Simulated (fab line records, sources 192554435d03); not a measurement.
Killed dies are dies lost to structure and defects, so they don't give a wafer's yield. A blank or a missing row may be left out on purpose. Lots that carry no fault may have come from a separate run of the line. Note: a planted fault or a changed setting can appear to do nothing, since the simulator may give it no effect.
Split-lot trial	flow n5 finfet	7 lots, 21 wafers read, on a route of 1938 steps

## ON THE SPLIT
At N5_GATE_CUT_ETCH_56 (etches TiN in Cl2/Ar, target depth 21.6 nm), the setting icp w was moved away from the recipe's 600 W on 9 of the 21 wafers read, by -15.1% to +15.5%. All remaining wafers had this setting at the recipe value.

The reading comes from the split's own step.

## THE READING
etch.depth nm (the simulator's own value, which no gauge read), in nm, at N5_GATE_CUT_ETCH_56 (etches TiN in Cl2/Ar, target depth 21.6 nm). The file gives no usual value for it. Here, 12 wafers ran the recipe; their average is 21.56 nm with a standard deviation of 0.22 nm.

wafer	tool, chamber at the split	icp w as run, W	against the recipe	etch.depth nm, nm	against lot-mates on the recipe
L079.1	rie metal-02, 0	600	recipe	21.7	-
L079.5	rie metal-02, 1	521.8	-13.0%	19.07	-2.64
L079.6	rie metal-02, 0	600	recipe	21.72	-
L084.4	rie metal-01, 0	600	recipe	21.39	-
L084.5	rie metal-01, 1	693.1	+15.5%	23.7	+2.31
L084.6	rie metal-01, 0	693.1	+15.5%	24.56	+3.17
L087.2	rie metal-01, 1	563.9	-6.0%	19.97	-1.15
L087.4	rie metal-01, 0	563.9	-6.0%	20.42	-0.70
L087.5	rie metal-01, 1	600	recipe	21.12	-
L089.1	rie metal-02, 1	600	recipe	21.77	-
L089.3	rie metal-02, 1	600	recipe	21.77	-
L089.6	rie metal-02, 1	632.3	+5.4%	22.83	+1.06
L091.3	rie metal-02, 1	529.4	-11.8%	19.39	-2.25
L091.4	rie metal-02, 0	529.4	-11.8%	19.64	-2.00
L091.6	rie metal-02, 1	600	recipe	21.64	-
L092.2	rie metal-01, 0	600	recipe	21.57	-
L092.4	rie metal-01, 0	600	recipe	21.45	-
L092.6	rie metal-01, 1	600	recipe	21.17	-
L093.3	rie metal-01, 0	600	recipe	21.65	-
L093.5	rie metal-01, 0	600	recipe	21.73	-
L093.6	rie metal-01, 1	509.5	-15.1%	18.44	-3.25

THE FIT
A straight line over all 21 wafers: etch.depth nm changes by +0.182 nm for each +1% of icp w; r = +0.98; the points scatter about the line by 0.28 nm.
The same after taking each lot's own level away (the mean of its wafers on the recipe; 21 wafers): +0.187 nm for each +1%; r = +0.99; scatter 0.22 nm.
According to that fit, moving icp w by its largest amount changes the reading by 2.9 nm.
Measured against the standard deviation above, the lots' own levels, which go from 21.120 to 21.770 nm, span 3.0 times it.
The two slopes agree, so the slope changes little with the lot-to-lot level.
Check: for one of the wafers moved furthest among these (+15.5%), held out of the fit, the line's prediction against its lot-mates is +3.1 nm. Against them it came out at +2.31 nm.

## THESE WAFERS: OTHER SPLITS
These wafers also went through other splits before the reading. Each is held against what the fit with the lots' levels taken away leaves over:
other split on the same wafers	wafers away from the commonest value	r with etch.depth nm (lot level and that fit taken away)
N5_ZERO_LAYER_EXPOSE_08 dose mj	7	+0.03
N5_WELL_APT_COAT_02 spin rpm	9	+0.27
N5_PMOS_HMC_CHANNEL_EPI_PEB_07 peb temp c	6	+0.43
N5_PMOS_HMC_CHANNEL_EPI_DEVELOP_08 develop time s	8	+0.20
N5_DUMMY_GATE_HM_DEP_06 time s	18	-0.03
N5_SD_EPI_N_ETCH_16 target depth a	8	+0.46
N5_ILD0_CMP_03 down force psi	5	-0.23

## FILE'S OWN FIT
etch.depth nm changes by +0.193 nm for each +1% of icp w, r = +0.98.
